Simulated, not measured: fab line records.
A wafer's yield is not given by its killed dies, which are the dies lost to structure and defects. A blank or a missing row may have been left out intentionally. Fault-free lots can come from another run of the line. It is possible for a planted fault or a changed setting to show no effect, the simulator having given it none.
Lot-split experiment	flow n5-finfet	21 wafers read across 7 lots, on a route 1938 steps long

## THE SPLIT
At N5_BEOL_M8_EXPOSE_25 (exposes mask V7, target cd 40 nm), the setting dose-mj was moved away from the recipe's 42.5 on 5 of the 21 wafers read, by -2.5% to +6.4%. This setting was run at the recipe's value on the other wafers.

## FROM THE SPLIT TO THE READING: what the file shows between them, 7 steps
- N5_BEOL_M8_PEB_26: peb time 60 s
- N5_BEOL_M8_DEVELOP_27: develop time 30 s
- N5_BEOL_M8_DESCUM_33: chemistry O2, time 7 s
- N5_BEOL_M8_ETCH_65: etches SiARC in CF4, target depth 15.6 nm, time 26 s (also split here: source-w)
- N5_BEOL_M8_ETCH_66: etches SOC in N2/H2, target depth 80 nm, overetch 16 nm, time 120 s
- N5_BEOL_M8_STRIP_69: strips in N2/H2
- N5_BEOL_M8_STRIP_73: strips in N2/H2

## THE READING
BEOL_M8.cd-nm (the simulator's own value, which no gauge read), in nm, at N5_BEOL_M8_VIA_ETCH_34 (etches SiCOH lowk in C4F6/O2, target depth 125.5 nm, time 50.5 s). No usual value for it is given in the file. Across the 16 wafers here that went through the recipe, the average is 40.0 nm and the standard deviation 0.27 nm.

wafer	tool, chamber at the split	dose-mj as run	against the recipe	BEOL_M8.cd-nm, nm	against lot-mates on the recipe
L077.3	euv-scanner-02, 0	42.5	recipe	39.8	-
L077.4	euv-scanner-02, 0	42.5	recipe	39.6	-
L077.5	euv-scanner-02, 0	45.23	+6.4%	40.8	+1.1
L079.1	euv-scanner-01, 0	43.42	+2.2%	40.6	+0.8
L079.3	euv-scanner-01, 0	43.42	+2.2%	40.6	+0.8
L079.5	euv-scanner-01, 0	42.5	recipe	39.8	-
L080.2	euv-scanner-02, 0	42.5	recipe	40.4	-
L080.5	euv-scanner-02, 0	42.5	recipe	40.4	-
L080.6	euv-scanner-02, 0	42.5	recipe	40.2	-
L085.1	euv-scanner-01, 0	42.5	recipe	40.2	-
L085.5	euv-scanner-01, 0	41.44	-2.5%	39.2	-1.0
L085.6	euv-scanner-01, 0	41.44	-2.5%	39.4	-0.8
L088.2	euv-scanner-02, 0	42.5	recipe	40	-
L088.3	euv-scanner-02, 0	42.5	recipe	39.6	-
L088.6	euv-scanner-02, 0	42.5	recipe	40.2	-
L092.1	euv-scanner-01, 0	42.5	recipe	39.8	-
L092.3	euv-scanner-01, 0	42.5	recipe	39.8	-
L092.2	euv-scanner-01, 0	42.5	recipe	39.6	-
L095.1	euv-scanner-02, 0	42.5	recipe	40	-
L095.3	euv-scanner-02, 0	42.5	recipe	40.2	-
L095.6	euv-scanner-02, 0	42.5	recipe	40.2	-

FIT RESULTS
A straight line over all 21 wafers: BEOL_M8.cd-nm changes by +0.181 nm for each +1% of dose-mj; r = +0.76; the points scatter about the line by 0.28 nm.
The same after taking each lot's own level away (the mean of its wafers on the recipe; 21 wafers): +0.24 nm for each +1%; r = +0.90; scatter 0.21 nm.
The reading moves by 1.5 nm for the largest change in dose-mj, on that fit.
The lots' own levels span 39.70 to 40.33 nm, that is 2.4 times the standard deviation above.
So the lot-to-lot level blurs the effect unless lot-mates are compared.
Check: for one of the wafers moved furthest among these (+6.4%), held out of the fit, the line's prediction against its lot-mates is +2.34 nm. It came out at +1.1 nm against them.

## THE OTHER SPLITS THESE WAFERS WENT THROUGH
Note: prior to the reading, these wafers also went through further splits. Each is held against what the fit with the lots' levels taken away leaves over:
other split on the same wafers	wafers away from the commonest value	r with BEOL_M8.cd-nm (lot level and that fit taken away)
N5_BEOL_M8_ETCH_65 source-w	5	-0.20

## THE WHOLE CHAIN: every reading that the file lists as answering this split, in the file's order
step	what it does	reading	change (the file's fit)	r (the file's)
N5_BEOL_M8_DESCUM_33	chemistry O2, time 7 s	BEOL_M8.cd-nm (the simulator's own value, which no gauge read)	+0.201 nm for each +1% of the setting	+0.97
N5_BEOL_M8_ETCH_66	etches SOC in N2/H2, target depth 80 nm, overetch 16 nm, time 120 s	BEOL_M8.cd-nm (the simulator's own value, which no gauge read)	+0.224 nm for each +1% of the setting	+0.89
N5_BEOL_M8_VIA_ETCH_34	etches SiCOH lowk in C4F6/O2, target depth 125.5 nm, time 50.5 s	BEOL_M8.cd-nm (the simulator's own value, which no gauge read)	+0.212 nm for each +1% of the setting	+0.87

## THE FILE'S OWN FIT
BEOL_M8.cd-nm changes by +0.212 nm for each +1% of dose-mj, r = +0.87.
